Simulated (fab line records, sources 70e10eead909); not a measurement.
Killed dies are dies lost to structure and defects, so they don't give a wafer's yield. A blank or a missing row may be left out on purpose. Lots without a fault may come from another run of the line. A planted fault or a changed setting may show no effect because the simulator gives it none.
Which tool did it? | flow nand_harc | 14 lots, 42 wafers sampled, at 5 steps of a route of 1302

WHAT THE GAUGES READ, wafer by wafer
NHARC_END_SORT_01.
lot  | measured     | on        | killed_at_array | killed_at_other | killed_at_periphery | killed_dies | killed_open | killed_short
L228 | day 29 10:19 | prober-01 | 82 67 74        | 1 0 0           | 67 31 63            | 150 98 137  | 2 3 4       | 3 2 3
L229 | day 29 18:07 | prober-01 | 19 37 39        | 0 1 0           | 74 30 29            | 93 68 68    | 0 4 2       | 1 1 5

WHICH TOOL RAN EACH LOT (tool, then ch and the chambers of the sampled wafers, then the start)
lot  | NHARC_P_M2_PRE_CLEAN_32         | NHARC_THIN_TSV_ETCH_15           | NHARC_THIN_TSV_STRIP_45              | NHARC_THIN_TSV_STRIP_56
L220 | pecvd-04 ch 0,2, day 7 14:26    | rie_si-03 ch 0,1,2, day 24 18:06 | plasma_asher-01 ch 0,1, day 24 18:19 | plasma_asher-02 ch 0,1, day 25 00:16
L221 | pecvd-02 ch 0,2, day 8 04:14    | rie_si-06 ch 1,2,3, day 25 04:22 | plasma_asher-02 ch 0,1, day 25 04:34 | plasma_asher-02 ch 0,1, day 25 10:10
L223 | pecvd-04 ch 1,2, day 8 22:47    | rie_si-06 ch 0,1,3, day 26 00:26 | plasma_asher-01 ch 0,1, day 26 00:40 | plasma_asher-01 ch 0,1, day 26 06:13
L222 | pecvd-02 ch 0,1,2, day 8 23:41  | rie_si-03 ch 2,3, day 25 23:14   | plasma_asher-02 ch 0,1, day 25 23:26 | plasma_asher-01 ch 0,1, day 26 05:04
L225 | pecvd-04 ch 0,1, day 10 12:23   | rie_si-02 ch 0,1,3, day 27 19:56 | plasma_asher-02 ch 0,1, day 27 20:11 | plasma_asher-01 ch 0,1, day 28 01:52
L228 | pecvd-02 ch 0,1, day 11 07:47   | rie_si-06 ch 0,3, day 28 17:32   | plasma_asher-02 ch 0,1, day 28 17:46 | plasma_asher-02 ch 0,1, day 28 23:23
L229 | pecvd-02 ch 0,1, day 11 11:06   | rie_si-06 ch 0,3, day 28 22:52   | plasma_asher-02 ch 0,1, day 28 23:05 | plasma_asher-01 ch 0,1, day 29 04:33
L233 | pecvd-03 ch 0,1, day 13 11:04   | rie_si-02 ch 0,2,3, day 30 23:20 | plasma_asher-02 ch 0,1, day 30 23:32 | plasma_asher-01 ch 0, day 31 05:12
L234 | pecvd-04 ch 0,2, day 13 14:38   | rie_si-02 ch 1,2, day 30 14:50   | plasma_asher-02 ch 0,1, day 30 15:07 | plasma_asher-02 ch 0,1, day 30 20:46
L235 | pecvd-03 ch 0,2, day 13 20:20   | rie_si-03 ch 0,3, day 31 05:18   | plasma_asher-02 ch 0,1, day 31 05:31 | plasma_asher-01 ch 0,1, day 31 10:57
L236 | pecvd-02 ch 0,1,2, day 14 09:42 | rie_si-06 ch 0,1,2, day 31 19:04 | plasma_asher-01 ch 0,1, day 31 19:17 | plasma_asher-02 ch 0,1, day 32 00:54
L237 | pecvd-02 ch 1,2, day 14 17:14   | rie_si-02 ch 0,1, day 32 04:16   | plasma_asher-02 ch 0,1, day 32 04:29 | plasma_asher-01 ch 1, day 32 10:04
L238 | pecvd-02 ch 0,2, day 15 04:26   | rie_si-06 ch 1,2, day 32 20:52   | plasma_asher-01 ch 0,1, day 32 21:11 | plasma_asher-02 ch 0,1, day 33 02:36
L240 | pecvd-03 ch 1,2, day 16 04:49   | rie_si-02 ch 0,2,3, day 33 06:21 | plasma_asher-02 ch 0,1, day 33 06:33 | plasma_asher-01 ch 0,1, day 33 12:29
- NHARC_P_M2_PRE_CLEAN_32: time 12 s.
- NHARC_THIN_TSV_ETCH_15: target depth 3000 nm, bosch target overetch cycles 2, bosch etch step 2.8 s.
- NHARC_THIN_TSV_STRIP_45: strips in O2.
- NHARC_THIN_TSV_STRIP_56: strips in O2.

WHAT THE TOOLS THEMSELVES READ (means of the sampled wafers that have a number; where no wafer has one, the mark that the record gives instead)
NHARC_P_M2_PRE_CLEAN_32.
lot  | tool     | heater_power_w (W)
L220 | pecvd-04 | 720
L221 | pecvd-02 | 631
L223 | pecvd-04 | 630
L222 | pecvd-02 | 696
L225 | pecvd-04 | 673
L228 | pecvd-02 | 727
L229 | pecvd-02 | 737
L233 | pecvd-03 | 712
L234 | pecvd-04 | 715
L235 | pecvd-03 | 645
L236 | pecvd-02 | 683
L237 | pecvd-02 | 652
L238 | pecvd-02 | 612
L240 | pecvd-03 | 614

NHARC_THIN_TSV_ETCH_15.
lot  | tool      | drypump_motor_current_A (A)
L220 | rie_si-03 | 6.0
L221 | rie_si-06 | 5.6
L223 | rie_si-06 | 5.8
L222 | rie_si-03 | 5.5
L225 | rie_si-02 | 5.4
L228 | rie_si-06 | 5.4
L229 | rie_si-06 | 5.5
L233 | rie_si-02 | 5.2
L234 | rie_si-02 | 5.9
L235 | rie_si-03 | 5.8
L236 | rie_si-06 | 5.9
L237 | rie_si-02 | 5.8
L238 | rie_si-06 | 5.6
L240 | rie_si-02 | 5.2

NHARC_THIN_TSV_STRIP_45.
lot  | tool            | drypump_motor_current_A (A) | heater_power_w (W)
L220 | plasma_asher-01 | 5.7                         | 327
L221 | plasma_asher-02 | 6.1                         | 330
L223 | plasma_asher-01 | 5.7                         | 341
L222 | plasma_asher-02 | 6.1                         | 327
L225 | plasma_asher-02 | 6.2                         | 330
L228 | plasma_asher-02 | 6.4                         | 345
L229 | plasma_asher-02 | 6.2                         | 329
L233 | plasma_asher-02 | 6.4                         | 337
L234 | plasma_asher-02 | 6.4                         | 344
L235 | plasma_asher-02 | 6.1                         | 330
L236 | plasma_asher-01 | 5.6                         | 348
L237 | plasma_asher-02 | 6.4                         | 344
L238 | plasma_asher-01 | 5.7                         | 345
L240 | plasma_asher-02 | 6.1                         | 324

NHARC_THIN_TSV_STRIP_56.
lot  | tool            | drypump_motor_current_A (A) | heater_power_w (W)
L220 | plasma_asher-02 | 6.4                         | 348
L221 | plasma_asher-02 | 6.2                         | 325
L223 | plasma_asher-01 | 5.7                         | 328
L222 | plasma_asher-01 | 5.7                         | 338
L225 | plasma_asher-01 | 5.7                         | 321
L228 | plasma_asher-02 | 6.2                         | 328
L229 | plasma_asher-01 | 5.7                         | 340
L233 | plasma_asher-01 | 5.7                         | 295
L234 | plasma_asher-02 | 6.4                         | 337
L235 | plasma_asher-01 | 5.7                         | 320
L236 | plasma_asher-02 | 6.1                         | 332
L237 | plasma_asher-01 | 5.7                         | 372
L238 | plasma_asher-02 | 6.1                         | 332
L240 | plasma_asher-01 | 5.7                         | 350

THE ANSWER, worked out from the rows above alone
Rule: what is usual is taken from the lots themselves. Put in order of their means at a reading, lots are off if they are a third of the lots or fewer, leave a main group of 4 or more, and stand apart from it by a gap of 3 or more times the standard deviation of the main group's means; of several such gaps the widest counts. A main group whose means are all the same, to the digits that the tables above print for the reading, isn't used. A lot without any number at a reading at which 4 lots or more have one is off too. The other lots that the step has rows for count as sound. The gauges are gone through in route order, then the tools' own readings, and for those a lot's mean is taken as printed above. The first step at which some lot is off is used, and at that step the reading that is off furthest; a lot without a number counts as furthest.
No lot is off at any reading shown: from this, nothing can be told.

WHAT THE SIMULATOR HAD PUT IN
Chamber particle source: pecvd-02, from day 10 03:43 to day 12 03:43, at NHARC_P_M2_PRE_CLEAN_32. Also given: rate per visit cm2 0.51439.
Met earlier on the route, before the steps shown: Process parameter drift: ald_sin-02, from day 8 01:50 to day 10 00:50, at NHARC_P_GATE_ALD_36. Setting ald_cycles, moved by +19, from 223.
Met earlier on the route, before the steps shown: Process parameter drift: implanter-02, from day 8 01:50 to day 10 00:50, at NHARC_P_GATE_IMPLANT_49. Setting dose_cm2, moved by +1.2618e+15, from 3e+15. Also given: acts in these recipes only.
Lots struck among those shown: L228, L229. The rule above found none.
